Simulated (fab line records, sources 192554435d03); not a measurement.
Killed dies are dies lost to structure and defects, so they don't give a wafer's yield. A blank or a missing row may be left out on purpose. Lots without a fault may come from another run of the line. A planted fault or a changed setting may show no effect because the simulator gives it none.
Chamber matching | flow n5_finfet | N5_DUMMY_GATE_ETCH_44 on rie_si-03: 4 sister chambers
The step etches poly-Si in HBr/O2, stops on SiO2, target depth 127.5 nm. 14 wafers are shown with their chamber, then 7 later ones without.

WAFERS WITH THEIR CHAMBER
wafer  | chamber | throttle_valve_pct (%) | drypump_motor_current_A (A) | oes_product_au (a.u.)
L075.1 | 2       | 18.82                  | 5.8                         | 0.742
L075.3 | 1       | 18.62                  | 5.4                         | 0.721
L075.6 | 2       | 18.82                  | 5.8                         | 0.741
L077.1 | 3       | 18.32                  | 5.9                         | 0.731
L077.2 | 0       | 18.53                  | 4.8                         | 0.725
L077.5 | 2       | 18.82                  | 5.8                         | 0.729
L080.1 | 0       | 18.52                  | 4.9                         | 0.727
L080.4 | 2       | 18.83                  | 5.8                         | 0.728
L080.6 | 1       | 18.61                  | 5.4                         | 0.716
L084.4 | 2       | 18.81                  | 5.7                         | 0.735
L084.5 | 0       | 18.52                  | 4.9                         | 0.732
L084.6 | 3       | 18.33                  | 5.8                         | 0.736
L086.1 | 2       | 18.80                  | 5.8                         | 0.731
L086.2 | 3       | 18.33                  | 5.8                         | 0.742

SIGNATURES (means of the wafers above)
reading                 | chamber 0 | chamber 1 | chamber 2 | chamber 3 | scatter within a chamber
throttle_valve_pct      | 18.5233   | 18.6150   | 18.8167   | 18.3267   | 0.00847
drypump_motor_current_A | 4.867     | 5.400     | 5.783     | 5.833     | 0.0465
oes_product_au          | 0.72800   | 0.71850   | 0.73433   | 0.73633   | 0.00532
Rule: a wafer's distance from a chamber is the root of the sum, over the readings, of the square of ((its reading less the chamber's mean) divided by the reading's scatter). The wafer belongs to the nearest chamber; if the next one is less than 2 further off, it can't be placed. The scatter: the root of (the sum of the squares of (reading less its chamber's mean) over the shown wafers, divided by (wafers less chambers)).

WAFERS WITHOUT THEIR CHAMBER
wafer  | throttle_valve_pct (%) | drypump_motor_current_A (A) | oes_product_au (a.u.)
L086.6 | 18.32                  | 5.8                         | 0.742
L089.1 | 18.32                  | 5.8                         | 0.733
L089.3 | 18.82                  | 5.8                         | 0.726
L089.6 | 18.32                  | 5.8                         | 0.725
L095.1 | 18.82                  | 5.8                         | 0.719
L095.4 | 18.62                  | 5.3                         | 0.723
L095.5 | 18.63                  | 5.4                         | 0.721

WHICH CHAMBER EACH WENT THROUGH
wafer  | from the rows above | in truth
L086.6 | 3                   | 3
L089.1 | 3                   | 3
L089.3 | 2                   | 2
L089.6 | 3                   | 3
L095.1 | 2                   | 2
L095.4 | 1                   | 1
L095.5 | 1                   | 1
Placed correctly: 7 of 7. Can't be placed from these rows: 0. Placed wrongly: 0.
